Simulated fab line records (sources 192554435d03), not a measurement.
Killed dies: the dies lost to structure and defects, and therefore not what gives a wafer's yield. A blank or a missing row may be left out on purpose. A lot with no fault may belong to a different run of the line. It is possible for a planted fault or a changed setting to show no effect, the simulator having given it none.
fab line records ; flow n5-finfet
record lots=12; wafers=35; last-day=17
route steps=1938 shown BEOL_M4@1105 BEOL_M5@1114 PASSIVATION@1936
lots untouched by any fault: they come from a run of this same line in which no faults occurred
start-h: hours from the record's first day to the start of the lot's first wafer shown ; wait-h: how many hours have passed since the lot's step before this one ; " same as the row above ; L1.1+2: several wafers, shown together as one row ; - either no value or no given start ; * or withheld: withheld ; < > ~ a bound
route shown NAME@n: names a module that has steps shown in the file, with the first one's number in the route ; usual: mean and standard deviation over wafers with no fault ; same: alike in all rows ; chamber/n: place in a boat ; sites: each site's reading ; _std_site: the values' standard deviation ; _edge_site: mean of outer sites minus mean of inner sites ; radius-mm: for every site, how far away it sits from the centre of the wafer ; mask NAME#n: copy n ; behind: the last tool/chamber to shape the wafer ; hold: the reason the lot was held/the length of the hold in hours/how it ended ; device: the transistor (n, p or np) that didn't switch ; end of line: the route-end tests of the same wafers ; a step without rows: its recipe alone ; killed: dies that structure and defects cost at the first sort, which is not the same as the wafer's yield ; map: the dies of a wafer, with x for killed, . for not killed, _ for no die there
set.NAME: the setting that was run; set.NAME@STEP: the one run at that earlier step ; model.NAME: the simulator's own value behind a step, which no gauge read
steps of the route over a sample of lots; a table a step, a row a wafer
services: the hour from which a tool's chamber was out of use, counted from the record's first day as start-h (under 0 if before that day), plus the number of hours and why
## steps
# step N5_BEOL_M4_PRE_CLEAN_60
# recipe gas=NH3/H2; time-s=15; temp-c=*; rf-power-w=300
# usual heater-power-w=88/24; rf-fwd-power-W=297.1/1.7
lot.wafer;tool;chamber;start-h;wait-h;heater-power-w;rf-fwd-power-W
L430.1;cvd-co-02;2;162.95;0.0;107;296.5
L430.4;cvd-co-02;2;162.95;0.0;104;297.5
L430.5;cvd-co-02;0;162.95;0.0;57;295.8
L429.1;cvd-co-02;2;170.73;0.0;104;297.6
L429.3;cvd-co-02;1;170.73;0.0;118;293.5
L429.6;cvd-co-02;0;170.73;0.0;57;296.6
L431.2;cvd-co-01;0;173.27;0.0;65;297.9
L431.3;cvd-co-01;1;173.27;0.0;79;298.1
L431.6;cvd-co-01;2;173.27;0.0;80;299.6
L432.1;cvd-co-02;1;179.97;0.0;119;298.2
L432.3;cvd-co-02;2;179.97;0.0;107;299.3
L438.1;cvd-co-02;0;226.48;0.0;58;299.2
L438.2;cvd-co-02;1;226.48;0.0;125;295.5
L438.4;cvd-co-02;0;226.48;0.0;57;297.1
L439.1;cvd-co-01;2;233.14;0.0;81;298.1
L439.2;cvd-co-01;1;233.14;0.0;81;297.6
L439.3;cvd-co-01;0;233.14;0.0;67;296.1
L440.2;cvd-co-01;0;236.07;0.1;67;295.2
L440.3;cvd-co-01;2;236.07;0.1;80;299.0
L440.4;cvd-co-01;2;236.07;0.1;82;298.8
L441.2;cvd-co-02;1;236.64;0.0;122;294.2
L441.3;cvd-co-02;2;236.64;0.0;108;299.5
L441.5;cvd-co-02;1;236.64;0.0;118;294.9
L444.3;cvd-co-02;2;254.33;0.0;107;298.8
L444.5;cvd-co-02;2;254.33;0.0;107;298.5
L444.6;cvd-co-02;1;254.33;0.0;119;295.9
L443.1;cvd-co-01;0;258.06;0.2;66;296.8
L443.3;cvd-co-01;2;258.06;0.2;82;298.9
L443.4;cvd-co-01;1;258.06;0.2;82;297.3
L450.1;cvd-co-02;0;294.19;0.0;57;298.2
L450.2;cvd-co-02;1;294.19;0.0;120;294.1
L450.4;cvd-co-02;1;294.19;0.0;120;293.4
L449.1;cvd-co-02;0;295.22;0.0;57;297.4
L449.2;cvd-co-02;1;295.22;0.0;121;293.7
L449.6;cvd-co-02;0;295.22;0.0;58;298.1
# step N5_BEOL_M4_INSPECT_59
# recipe inspect-instrument=darkfield; mode=post-dep
# usual raw-defect-count=68/25
lot.wafer;tool;chamber;start-h;wait-h;raw-defect-count
L430.1;defect-inspect-01;-;163.20;0.0;36
L430.4;defect-inspect-01;-;163.20;0.0;57
L430.5;defect-inspect-01;-;163.20;0.0;87
L429.1;defect-inspect-02;-;170.98;0.0;54
L429.3;defect-inspect-02;-;170.98;0.0;51
L429.6;defect-inspect-02;-;170.98;0.0;81
L431.2;defect-inspect-01;-;173.52;0.0;71
L431.3;defect-inspect-01;-;173.52;0.0;79
L431.6;defect-inspect-01;-;173.52;0.0;65
L432.1;defect-inspect-02;-;180.22;0.0;52
L432.3;defect-inspect-02;-;180.22;0.0;86
L438.1;defect-inspect-02;-;226.76;0.0;56
L438.2;defect-inspect-02;-;226.76;0.0;46
L438.4;defect-inspect-02;-;226.76;0.0;54
L439.1;defect-inspect-01;-;233.49;0.1;49
L439.2;defect-inspect-01;-;233.49;0.1;63
L439.3;defect-inspect-01;-;233.49;0.1;28
L440.2;defect-inspect-02;-;236.32;0.0;71
L440.3;defect-inspect-02;-;236.32;0.0;54
L440.4;defect-inspect-02;-;236.32;0.0;71
L441.2;defect-inspect-02;-;236.89;0.0;89
L441.3;defect-inspect-02;-;236.89;0.0;125
L441.5;defect-inspect-02;-;236.89;0.0;65
L444.3;defect-inspect-02;-;254.58;0.0;56
L444.5;defect-inspect-02;-;254.58;0.0;61
L444.6;defect-inspect-02;-;254.58;0.0;59
L443.1;defect-inspect-02;-;258.31;0.0;45
L443.3;defect-inspect-02;-;258.31;0.0;52
L443.4;defect-inspect-02;-;258.31;0.0;47
L450.1;defect-inspect-02;-;294.49;0.0;72
L450.2;defect-inspect-02;-;294.49;0.0;98
L450.4;defect-inspect-02;-;294.49;0.0;80
L449.1;defect-inspect-02;-;295.52;0.0;44
L449.2;defect-inspect-02;-;295.52;0.0;49
L449.6;defect-inspect-02;-;295.52;0.0;48
# step N5_BEOL_M5_THK_MEAS_01
# recipe reads=SiCOH_lowk_of_BEOL_M5_ILD_DEP_00
# usual M5_ILD_THK=121.0/1.4
lot.wafer;tool;chamber;start-h;wait-h;M5_ILD_THK[nm]
L430.1;film-metro-02;-;164.77;0.4;118.8
L430.4;film-metro-02;-;164.77;0.4;120.0
L430.5;film-metro-02;-;164.77;0.4;120.4
L429.1;film-metro-01;-;172.55;0.4;120.0
L429.3;film-metro-01;-;172.55;0.4;120.4
L429.6;film-metro-01;-;172.55;0.4;122.5
L431.2;film-metro-02;-;175.08;0.4;119.9
L431.3;film-metro-02;-;175.08;0.4;119.5
L431.6;film-metro-02;-;175.08;0.4;121.4
L432.1;film-metro-01;-;181.84;0.4;118.9
L432.3;film-metro-01;-;181.84;0.4;118.8
L438.1;film-metro-01;-;229.76;1.6;120.7
L438.2;film-metro-01;-;229.76;1.6;119.3
L438.4;film-metro-01;-;229.76;1.6;121.2
L439.1;film-metro-01;-;235.06;0.4;120.3
L439.2;film-metro-01;-;235.06;0.4;120.8
L439.3;film-metro-01;-;235.06;0.4;121.8
L440.2;film-metro-01;-;237.94;0.4;119.7
L440.3;film-metro-01;-;237.94;0.4;119.3
L440.4;film-metro-01;-;237.94;0.4;121.7
L441.2;film-metro-01;-;238.46;0.4;119.7
L441.3;film-metro-01;-;238.46;0.4;118.6
L441.5;film-metro-01;-;238.46;0.4;122.3
L444.3;film-metro-02;-;256.15;0.3;119.0
L444.5;film-metro-02;-;256.15;0.3;121.4
L444.6;film-metro-02;-;256.15;0.3;122.1
L443.1;film-metro-02;-;260.35;0.8;119.0
L443.3;film-metro-02;-;260.35;0.8;120.1
L443.4;film-metro-02;-;260.35;0.8;122.1
L450.1;film-metro-02;-;296.05;0.4;119.9
L450.2;film-metro-02;-;296.05;0.4;121.2
L450.4;film-metro-02;-;296.05;0.4;122.2
L449.1;film-metro-01;-;297.09;0.4;119.6
L449.2;film-metro-01;-;297.09;0.4;120.1
L449.6;film-metro-01;-;297.09;0.4;121.7
# step N5_BEOL_M5_HM_DEP_02
# recipe material=TiN; target-thk-a=200; temp-c=25; chamber-pressure-pa=0.49996
# usual throttle-valve-pct=30.1/0.44
lot.wafer;tool;chamber;start-h;wait-h;throttle-valve-pct
L430.1;pvd-sputter-02;-;166.53;1.7;29.9
L430.4;pvd-sputter-02;-;166.53;1.7;29.7
L430.5;pvd-sputter-02;-;166.53;1.7;30.6
L429.1;pvd-sputter-02;-;173.54;0.9;29.4
L429.3;pvd-sputter-02;-;173.54;0.9;30.2
L429.6;pvd-sputter-02;-;173.54;0.9;30.2
L431.2;pvd-sputter-02;-;176.39;1.3;29.5
L431.3;pvd-sputter-02;-;176.39;1.3;30.7
L431.6;pvd-sputter-02;-;176.39;1.3;29.4
L432.1;pvd-sputter-02;-;183.82;1.9;30.6
L432.3;pvd-sputter-02;-;183.82;1.9;30.0
L438.1;pvd-sputter-01;-;229.90;0.1;29.7
L438.2;pvd-sputter-01;-;229.90;0.1;29.9
L438.4;pvd-sputter-01;-;229.90;0.1;30.8
L439.1;pvd-sputter-01;-;235.81;0.7;30.7
L439.2;pvd-sputter-01;-;235.81;0.7;30.2
L439.3;pvd-sputter-01;-;235.81;0.7;29.7
L440.2;pvd-sputter-01;-;238.83;0.8;29.7
L440.3;pvd-sputter-01;-;238.83;0.8;30.9
L440.4;pvd-sputter-01;-;238.83;0.8;29.4
L441.2;pvd-sputter-01;-;239.37;0.9;29.7
L441.3;pvd-sputter-01;-;239.37;0.9;29.9
L441.5;pvd-sputter-01;-;239.37;0.9;30.9
L444.3;pvd-sputter-03;-;257.11;0.9;30.1
L444.5;pvd-sputter-03;-;257.11;0.9;30.1
L444.6;pvd-sputter-03;-;257.11;0.9;30.6
L443.1;pvd-sputter-03;-;260.64;0.2;29.6
L443.3;pvd-sputter-03;-;260.64;0.2;29.9
L443.4;pvd-sputter-03;-;260.64;0.2;30.6
L450.1;pvd-sputter-01;-;296.14;0.0;29.6
L450.2;pvd-sputter-01;-;296.14;0.0;29.7
L450.4;pvd-sputter-01;-;296.14;0.0;29.6
L449.1;pvd-sputter-03;-;297.26;0.1;29.5
L449.2;pvd-sputter-03;-;297.26;0.1;29.7
L449.6;pvd-sputter-03;-;297.26;0.1;30.4
# step N5_BEOL_M5_INSPECT_13
# recipe mode=adi; inspect-instrument=brightfield
# usual raw-defect-count=372/82
lot.wafer;tool;chamber;start-h;wait-h;raw-defect-count
L430.1;defect-inspect-01;-;167.13;0.1;268
L430.4;defect-inspect-01;-;167.13;0.1;356
L430.5;defect-inspect-01;-;167.13;0.1;297
L429.1;defect-inspect-01;-;174.15;0.1;398
L429.3;defect-inspect-01;-;174.15;0.1;388
L429.6;defect-inspect-01;-;174.15;0.1;389
L431.2;defect-inspect-02;-;176.87;0.0;391
L431.3;defect-inspect-02;-;176.87;0.0;362
L431.6;defect-inspect-02;-;176.87;0.0;394
L432.1;defect-inspect-01;-;184.33;0.1;412
L432.3;defect-inspect-01;-;184.33;0.1;1373
L438.1;defect-inspect-01;-;231.32;0.1;358
L438.2;defect-inspect-01;-;231.32;0.1;369
L438.4;defect-inspect-01;-;231.32;0.1;255
L439.1;defect-inspect-02;-;238.51;0.1;250
L439.2;defect-inspect-02;-;238.51;0.1;278
L439.3;defect-inspect-02;-;238.51;0.1;216
L440.2;defect-inspect-01;-;239.31;0.0;453
L440.3;defect-inspect-01;-;239.31;0.0;325
L440.4;defect-inspect-01;-;239.31;0.0;407
L441.2;defect-inspect-01;-;239.97;0.0;325
L441.3;defect-inspect-01;-;239.97;0.0;453
L441.5;defect-inspect-01;-;239.97;0.0;369
L444.3;defect-inspect-01;-;257.60;0.0;409
L444.5;defect-inspect-01;-;257.60;0.0;358
L444.6;defect-inspect-01;-;257.60;0.0;372
L443.1;defect-inspect-02;-;261.12;0.1;298
L443.3;defect-inspect-02;-;261.12;0.1;336
L443.4;defect-inspect-02;-;261.12;0.1;300
L450.1;defect-inspect-01;-;296.62;0.1;425
L450.2;defect-inspect-01;-;296.62;0.1;401
L450.4;defect-inspect-01;-;296.62;0.1;391
L449.1;defect-inspect-02;-;297.73;0.1;386
L449.2;defect-inspect-02;-;297.73;0.1;403
L449.6;defect-inspect-02;-;297.73;0.1;332
# step N5_PASSIVATION_PROBE_49
# usual defect-limited-yield=91.3/1.3; killed_at_M0_to_M3=33/8.9; killed_at_M4_up=15/5.4; killed-at-contacts=13/5.8; killed-at-front-end=39/9.9; killed-at-other=3.2/2.9; killed-dies=102/15; killed-on-rim=13/3.7; killed-open=68/12; killed-short=34/7.6; sort_bin_5_function=5.1/0.89; sort_bin_6_memory=3.2/0.63; sort_bin_8_speed=0.00/0.007; sort-n-pass=1078/15; sort-yield-pct=91.3/1.3
# same gross-dies=1180; killed-at-back-side=0; sort_bin_4_leakage[%]=0
lot.wafer;tool;chamber;start-h;wait-h;defect-limited-yield[%];killed_at_M0_to_M3;killed_at_M4_up;killed-at-contacts;killed-at-front-end;killed-at-other;killed-dies;killed-on-rim;killed-open;killed-short;sort_bin_5_function[%];sort_bin_6_memory[%];sort_bin_8_speed[%];sort-n-pass;sort-yield-pct[%]
L429.1;prober-01;-;263.01;0.0;90.9;24;24;14;41;4;107;14;79;28;5.0;3.7;0;1073;90.9
L429.3;prober-01;-;263.11;0.1;92.7;27;12;11;33;3;86;12;56;30;3.9;3.3;0;1094;92.7
L429.6;prober-01;-;263.26;0.3;92.0;45;11;9;21;8;94;15;59;34;5.2;2.2;0;1086;92.0
L430.1;prober-01;-;266.59;0.0;91.6;45;12;20;18;4;99;11;55;43;4.5;3.6;0;1081;91.6
L430.4;prober-01;-;266.74;0.2;93.1;25;14;14;28;1;82;6;55;26;4.5;2.4;0;1098;93.1
L430.5;prober-01;-;266.79;0.2;93.6;26;16;10;22;2;76;10;59;16;4.1;2.3;0;1104;93.6
L431.2;prober-02;-;268.61;0.1;90.0;33;15;15;55;0;118;18;88;30;5.9;3.9;0;1062;90.0
L431.3;prober-02;-;268.66;0.1;89.9;28;20;22;48;1;119;16;84;35;5.2;4.6;0;1061;89.9
L431.6;prober-02;-;268.81;0.3;92.4;17;27;11;35;0;90;11;63;27;4.7;3.0;0;1090;92.4
L432.1;prober-02;-;286.42;0.0;91.4;36;12;5;43;5;101;8;60;41;5.0;3.1;0;1079;91.4
L432.3;prober-02;-;286.52;0.1;84.2;39;113;7;19;9;187;27;63;26;9.6;3.5;0;993;84.2
L438.1;prober-01;-;331.56;0.0;89.7;31;14;13;59;5;122;16;86;36;6.7;3.1;0;1058;89.7
L438.2;prober-01;-;331.61;0.1;92.2;26;21;3;40;2;92;14;54;38;4.0;3.5;0;1088;92.2
L438.4;prober-01;-;331.71;0.2;90.2;39;18;13;45;1;116;13;82;34;5.5;4.1;0;1064;90.2
L441.2;prober-01;-;332.60;0.1;89.2;60;10;24;32;1;127;15;79;48;5.8;4.6;0;1053;89.2
L441.3;prober-01;-;332.65;0.1;91.1;41;9;8;47;0;105;14;76;29;5.3;3.4;0;1075;91.1
L441.5;prober-01;-;332.75;0.2;91.9;33;9;11;35;7;95;18;63;32;4.8;2.9;0;1085;91.9
L439.1;prober-01;-;335.09;0.0;92.4;16;30;9;31;4;90;14;64;26;4.9;2.2;0;1090;92.4
L439.2;prober-01;-;335.14;0.1;91.4;38;14;12;26;11;101;16;62;37;4.8;3.4;0.08;1078;91.4
L439.3;prober-01;-;335.19;0.1;93.0;22;18;12;28;3;83;11;52;29;4.1;2.8;0;1097;93.0
L440.2;prober-01;-;336.70;0.1;92.5;18;19;7;36;8;88;8;60;27;4.2;3.1;0;1092;92.5
L440.3;prober-01;-;336.75;0.1;92.1;29;8;14;31;11;93;11;57;36;4.4;3.1;0;1087;92.1
L440.4;prober-01;-;336.80;0.2;89.5;27;28;8;55;6;124;15;85;36;6.5;3.7;0;1056;89.5
L443.1;prober-02;-;357.20;0.0;90.3;36;15;10;44;10;115;14;78;37;4.6;4.9;0;1065;90.3
L443.3;prober-02;-;357.30;0.1;91.6;26;28;7;32;6;99;19;61;38;4.7;3.4;0;1081;91.6
L443.4;prober-02;-;357.35;0.2;91.3;33;19;15;29;7;103;8;63;39;4.7;3.3;0;1077;91.3
L444.3;prober-02;-;360.31;0.1;89.9;41;12;9;57;0;119;16;72;46;4.7;5.0;0;1061;89.9
L444.5;prober-02;-;360.41;0.2;91.0;26;22;15;43;0;106;12;69;37;4.7;3.8;0;1074;91.0
L444.6;prober-02;-;360.46;0.3;90.7;33;8;10;59;0;110;13;58;52;5.3;3.6;0;1070;90.7
L449.1;prober-02;-;396.61;0.0;91.3;39;16;7;36;5;103;15;77;26;5.3;2.7;0;1077;91.3
L449.2;prober-02;-;396.66;0.1;90.0;41;16;21;34;6;118;10;80;38;6.4;3.1;0;1062;90.0
L449.6;prober-02;-;396.86;0.3;91.5;35;13;12;36;4;100;20;71;29;5.2;3.1;0;1080;91.5
L450.1;prober-01;-;405.58;0.0;87.5;42;19;34;53;0;148;15;93;54;7.8;4.4;0;1032;87.5
L450.2;prober-01;-;405.63;0.1;90.2;30;19;17;48;2;116;14;74;42;5.2;4.4;0;1064;90.2
L450.4;prober-01;-;405.73;0.2;89.1;47;18;17;46;1;129;19;98;30;6.7;4.2;0;1051;89.1
# killed by level:class
L429.1 BEOL_M0_SAQP:geometric-particle:open=9 FIN_SAQP:geometric-particle:open=8 MOL_CONTACT_COAG:geometric-particle:open=8 BEOL_M4:geometric-particle:open=8 STARTING-WAFER:geometric-particle:open=7 MOL_CONTACT_COAG:geometric-particle:short=6 STI_FIN_REVEAL:geometric-particle:open=5 BEOL_M5:geometric-particle:open=5
L429.3 BEOL_M0_SAQP:geometric-particle:open=12 MOL_CONTACT_COAG:geometric-particle:open=9 BEOL_M0_SAQP:geometric-particle:short=8 FIN_SAQP:geometric-particle:short=7 STI_FIN_REVEAL:geometric-particle:open=5 DUMMY_GATE:geometric-particle:open=5 FIN_SAQP:geometric-particle:open=4 BEOL_M3:geometric-particle:open=4
L429.6 BEOL_M0_SAQP:geometric-particle:short=10 BEOL_M0_SAQP:geometric-particle:open=9 MOL_CONTACT_COAG:geometric-particle:open=8 BEOL_M3:geometric-particle:open=8 BEOL_M1:geometric-particle:open=6 BEOL_M3:geometric-particle:short=6 PASS1_CAP:geometric-particle:open=5 STARTING-WAFER:geometric-particle:open=5
L430.1 BEOL_M0_SAQP:geometric-particle:short=14 MOL_CONTACT_COAG:geometric-particle:open=13 BEOL_M2:geometric-particle:open=12 BEOL_M0_SAQP:geometric-particle:open=10 MOL_CONTACT_COAG:geometric-particle:short=7 BEOL_M4:geometric-particle:short=4 ILD0:geometric-particle:short=3 BEOL_M3:geometric-particle:short=3
L430.4 BEOL_M0_SAQP:geometric-particle:short=10 MOL_CONTACT_COAG:geometric-particle:open=9 BEOL_M0_SAQP:geometric-particle:open=6 BEOL_M3:geometric-particle:open=6 BEOL_M4:geometric-particle:open=6 MOL_CONTACT_COAG:geometric-particle:short=5 STARTING-WAFER:geometric-particle:open=5 FIN_SAQP:geometric-particle:open=4
L430.5 FIN_SAQP:geometric-particle:open=9 BEOL_M2:geometric-particle:open=9 MOL_CONTACT_COAG:geometric-particle:open=7 BEOL_M3:geometric-particle:open=6 BEOL_M4:geometric-particle:open=6 DUMMY_GATE:geometric-particle:open=5 BEOL_M0_SAQP:geometric-particle:short=4 FIN_SAQP:geometric-particle:short=3
L431.2 MOL_CONTACT_COAG:geometric-particle:open=14 DUMMY_GATE:geometric-particle:open=13 BEOL_M1:geometric-particle:open=13 STI_FIN_REVEAL:geometric-particle:open=9 BEOL_M4:geometric-particle:open=9 GATE_CUT:geometric-particle:short=9 FIN_SAQP:geometric-particle:short=8 BEOL_M2:geometric-particle:open=7
L431.3 STI_FIN_REVEAL:geometric-particle:open=21 MOL_CONTACT_COAG:geometric-particle:open=15 BEOL_M4:geometric-particle:open=14 GATE_CUT:geometric-particle:short=8 MOL_CONTACT_COAG:geometric-particle:short=7 BEOL_M0_SAQP:geometric-particle:open=6 BEOL_M2:geometric-particle:open=6 DUMMY_GATE:geometric-particle:open=4
L431.6 BEOL_M4:geometric-particle:open=20 STI_FIN_REVEAL:geometric-particle:open=10 MOL_CONTACT_COAG:geometric-particle:open=10 FIN_SAQP:geometric-particle:short=7 BEOL_M0_SAQP:geometric-particle:open=6 DUMMY_GATE:geometric-particle:open=4 GATE_CUT:geometric-particle:short=3 STARTING-WAFER:geometric-particle:short=3
L432.1 FIN_SAQP:geometric-particle:open=7 BEOL_M3:geometric-particle:short=7 BEOL_M2:geometric-particle:open=7 FIN_SAQP:geometric-particle:short=6 DUMMY_GATE:geometric-particle:open=6 BEOL_M1:geometric-particle:open=6 MOL_CONTACT_COAG:geometric-particle:open=5 ILD0:geometric-particle:open=4
L432.3 BEOL_M5:unspecified=98 BEOL_M0_SAQP:geometric-particle:open=12 FIN_SAQP:geometric-particle:open=8 BEOL_M0_SAQP:geometric-particle:short=8 BEOL_M2:geometric-particle:open=7 MOL_CONTACT_COAG:geometric-particle:open=6 BEOL_M4:geometric-particle:open=6 PAD_METAL:geometric-particle:open=5
L438.1 STI_FIN_REVEAL:geometric-particle:open=15 MOL_CONTACT_COAG:geometric-particle:open=11 FIN_SAQP:geometric-particle:short=10 FIN_SAQP:geometric-particle:open=9 DUMMY_GATE:geometric-particle:open=9 BEOL_M2:geometric-particle:open=8 BEOL_M4:geometric-particle:open=8 BEOL_M3:geometric-particle:open=5
L438.2 BEOL_M4:geometric-particle:open=7 DUMMY_GATE:geometric-particle:open=6 BEOL_M0:geometric-particle:open=6 FIN_SAQP:geometric-particle:short=5 STI_FIN_REVEAL:geometric-particle:open=5 GATE_CUT:geometric-particle:short=5 FIN_SAQP:geometric-particle:open=4 FIN_CUT:geometric-particle:short=4
L438.4 BEOL_M3:geometric-particle:open=13 STI_FIN_REVEAL:geometric-particle:open=9 FIN_SAQP:geometric-particle:short=8 MOL_CONTACT_COAG:geometric-particle:open=8 BEOL_M4:geometric-particle:open=8 FIN_SAQP:geometric-particle:open=6 GATE_CUT:geometric-particle:short=5 MOL_CONTACT_COAG:geometric-particle:short=5
L441.2 MOL_CONTACT_COAG:geometric-particle:open=18 BEOL_M0_SAQP:geometric-particle:open=17 BEOL_M0_SAQP:geometric-particle:short=13 BEOL_M2:geometric-particle:open=8 FIN_SAQP:geometric-particle:open=7 DUMMY_GATE:geometric-particle:open=7 BEOL_M3:geometric-particle:open=7 MOL_CONTACT_COAG:geometric-particle:short=6
L441.3 STI_FIN_REVEAL:geometric-particle:open=16 BEOL_M3:geometric-particle:open=13 BEOL_M0_SAQP:geometric-particle:short=8 BEOL_M2:geometric-particle:open=8 DUMMY_GATE:geometric-particle:open=7 BEOL_M0_SAQP:geometric-particle:open=7 FIN_SAQP:geometric-particle:open=6 MOL_CONTACT_COAG:geometric-particle:open=6
L441.5 FIN_SAQP:geometric-particle:open=10 FIN_SAQP:geometric-particle:short=9 MOL_CONTACT_COAG:geometric-particle:open=9 BEOL_M1:geometric-particle:open=8 DUMMY_GATE:geometric-particle:open=5 BEOL_M0_SAQP:geometric-particle:open=5 BEOL_M0_SAQP:geometric-particle:short=5 STI_FIN_REVEAL:geometric-particle:open=4
L439.1 BEOL_M4:geometric-particle:open=15 STI_FIN_REVEAL:geometric-particle:open=9 MOL_CONTACT_COAG:geometric-particle:open=8 BEOL_M5:geometric-particle:open=5 DUMMY_GATE:geometric-particle:open=4 BEOL_M3:geometric-particle:open=4 STARTING-WAFER:geometric-particle:short=4 FIN_SAQP:geometric-particle:open=3
L439.2 BEOL_M0_SAQP:geometric-particle:open=10 BEOL_M4:geometric-particle:open=9 BEOL_M0_SAQP:geometric-particle:short=9 MOL_CONTACT_COAG:geometric-particle:open=9 STI_FIN_REVEAL:geometric-particle:open=7 BEOL_M3:geometric-particle:short=6 BEOL_M2:geometric-particle:open=5 FIN_SAQP:geometric-particle:open=4
L439.3 MOL_CONTACT_COAG:geometric-particle:open=12 BEOL_M0_SAQP:geometric-particle:short=8 FIN_SAQP:geometric-particle:open=6 BEOL_M0_SAQP:geometric-particle:open=6 ILD0:geometric-particle:short=4 STARTING-WAFER:geometric-particle:short=4 STI_FIN_REVEAL:geometric-particle:open=3 GATE_CUT:geometric-particle:short=3
L440.2 FIN_SAQP:geometric-particle:open=15 FIN_SAQP:geometric-particle:short=11 BEOL_M4:geometric-particle:open=10 MOL_CONTACT_COAG:geometric-particle:open=7 DUMMY_GATE:geometric-particle:open=5 BEOL_M2:geometric-particle:open=5 BEOL_M3:geometric-particle:open=4 PAD_METAL:geometric-particle:short=4
L440.3 FIN_SAQP:geometric-particle:short=12 MOL_CONTACT_COAG:geometric-particle:open=11 BEOL_M3:geometric-particle:open=8 PAD_METAL:geometric-particle:short=6 BEOL_M0_SAQP:geometric-particle:open=5 BEOL_M1:geometric-particle:open=5 FIN_SAQP:geometric-particle:open=4 BEOL_M0_SAQP:geometric-particle:short=4
L440.4 BEOL_M4:geometric-particle:open=19 FIN_SAQP:geometric-particle:open=17 FIN_SAQP:geometric-particle:short=14 BEOL_M3:geometric-particle:open=13 STI_FIN_REVEAL:geometric-particle:open=10 MOL_CONTACT_COAG:geometric-particle:open=5 BEOL_M3:geometric-particle:short=5 BEOL_M5:geometric-particle:open=4
L443.1 FIN_SAQP:geometric-particle:open=17 FIN_SAQP:geometric-particle:short=10 MOL_CONTACT_COAG:geometric-particle:open=9 BEOL_M4:geometric-particle:open=9 BEOL_M1:geometric-particle:open=8 BEOL_M2:geometric-particle:open=8 BEOL_M0_SAQP:geometric-particle:short=6 MIM_TOP_ETCH:geometric-particle:open=6
L443.3 BEOL_M4:geometric-particle:open=14 FIN_SAQP:geometric-particle:short=8 MOL_CONTACT_COAG:geometric-particle:open=7 BEOL_M0_SAQP:geometric-particle:open=6 FIN_SAQP:geometric-particle:open=5 DUMMY_GATE:geometric-particle:short=5 BEOL_M7:geometric-particle:open=5 STARTING-WAFER:geometric-particle:short=5
L443.4 MOL_CONTACT_COAG:geometric-particle:open=11 BEOL_M0_SAQP:geometric-particle:open=11 BEOL_M1:geometric-particle:open=8 BEOL_M4:geometric-particle:open=8 FIN_SAQP:geometric-particle:open=6 FIN_SAQP:geometric-particle:short=6 BEOL_M0_SAQP:geometric-particle:short=6 GATE_CUT:geometric-particle:short=6
L444.3 FIN_SAQP:geometric-particle:short=13 BEOL_M0_SAQP:geometric-particle:open=13 BEOL_M0_SAQP:geometric-particle:short=11 MOL_CONTACT_COAG:geometric-particle:open=9 STI_FIN_REVEAL:geometric-particle:open=8 GATE_CUT:geometric-particle:short=7 BEOL_M4:geometric-particle:open=7 BEOL_M3:geometric-particle:open=6
L444.5 MOL_CONTACT_COAG:geometric-particle:open=13 FIN_SAQP:geometric-particle:open=8 BEOL_M5:geometric-particle:open=8 FIN_SAQP:geometric-particle:short=7 STI_FIN_REVEAL:geometric-particle:open=7 BEOL_M0_SAQP:geometric-particle:short=7 BEOL_M3:geometric-particle:open=7 GATE_CUT:geometric-particle:short=4
L444.6 FIN_SAQP:geometric-particle:short=21 BEOL_M0_SAQP:geometric-particle:short=12 FIN_SAQP:geometric-particle:open=10 MOL_CONTACT_COAG:geometric-particle:open=9 BEOL_M0_SAQP:geometric-particle:open=8 STARTING-WAFER:geometric-particle:short=6 DUMMY_GATE:geometric-particle:open=5 GATE_CUT:geometric-particle:short=5
L449.1 FIN_SAQP:geometric-particle:open=16 BEOL_M0_SAQP:geometric-particle:open=9 BEOL_M2:geometric-particle:open=6 BEOL_M0:geometric-particle:open=6 BEOL_M3:geometric-particle:open=6 MOL_CONTACT_COAG:geometric-particle:open=5 BEOL_M0_SAQP:geometric-particle:short=5 BEOL_M4:geometric-particle:open=5
L449.2 MOL_CONTACT_COAG:geometric-particle:open=19 BEOL_M0_SAQP:geometric-particle:short=13 FIN_SAQP:geometric-particle:open=10 STI_FIN_REVEAL:geometric-particle:open=9 BEOL_M0_SAQP:geometric-particle:open=7 BEOL_M1:geometric-particle:open=7 BEOL_M1:geometric-particle:short=5 BEOL_M7:geometric-particle:open=5
L449.6 BEOL_M1:geometric-particle:open=12 BEOL_M4:geometric-particle:open=9 STI_FIN_REVEAL:geometric-particle:open=7 MOL_CONTACT_COAG:geometric-particle:open=7 BEOL_M0_SAQP:geometric-particle:open=7 BEOL_M3:geometric-particle:open=6 GATE_CUT:geometric-particle:short=5 MOL_CONTACT_COAG:geometric-particle:short=5
L450.1 MOL_CONTACT_COAG:geometric-particle:open=26 BEOL_M1:geometric-particle:open=12 BEOL_M4:geometric-particle:short=11 DUMMY_GATE:geometric-particle:open=10 MOL_CONTACT_COAG:geometric-particle:short=8 STI_FIN_REVEAL:geometric-particle:open=7 FIN_SAQP:geometric-particle:short=6 FIN_SAQP:geometric-particle:open=6
L450.2 MOL_CONTACT_COAG:geometric-particle:open=13 BEOL_M2:geometric-particle:open=8 STI_FIN_REVEAL:geometric-particle:open=8 FIN_SAQP:geometric-particle:open=6 DUMMY_GATE:geometric-particle:open=6 BEOL_M3:geometric-particle:open=6 BEOL_M4:geometric-particle:open=6 ILD0:geometric-particle:short=5
L450.4 BEOL_M3:geometric-particle:open=21 DUMMY_GATE:geometric-particle:open=13 MOL_CONTACT_COAG:geometric-particle:open=12 FIN_SAQP:geometric-particle:open=6 BEOL_M0:geometric-particle:open=6 BEOL_M2:geometric-particle:open=6 BEOL_M4:geometric-particle:open=6 STI_FIN_REVEAL:geometric-particle:open=5
## services
tool;chamber;start-h;hours;kind
pvd-sputter-01;-;164.86;1.5;repair
pvd-sputter-02;-;187.05;3.7;repair
cvd-co-02;-;193.68;4.3;pm
cvd-co-02;2;287.15;15.5;repair
## key
first-sign step=N5_BEOL_M5_INSPECT_13; reading=raw-defect-count; direction=up; sigmas=12; usual=372; struck=1373
effect step=N5_PASSIVATION_PROBE_49; reading=killed_at_M4_up; direction=up; sigmas=18; usual=15; struck=113
more-kills-born-at N5_BEOL_M5_HM_DEP_02@pvd-sputter-02=98
met-at N5_BEOL_M5_HM_DEP_02
struck-lots L432
struck-wafers L432.3
not-acting-at N5_BEOL_M4_PRE_CLEAN_60,N5_BEOL_M4_INSPECT_59,N5_BEOL_M5_THK_MEAS_01
onset-between 173.54 183.82
fault kind=chamber-particle-source; tool=pvd-sputter-02; chamber=-; onset-h=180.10; steps=N5_BEOL_M5_HM_DEP_02; rate-per-visit-cm2=1.5367; scope=struck-wafers-only
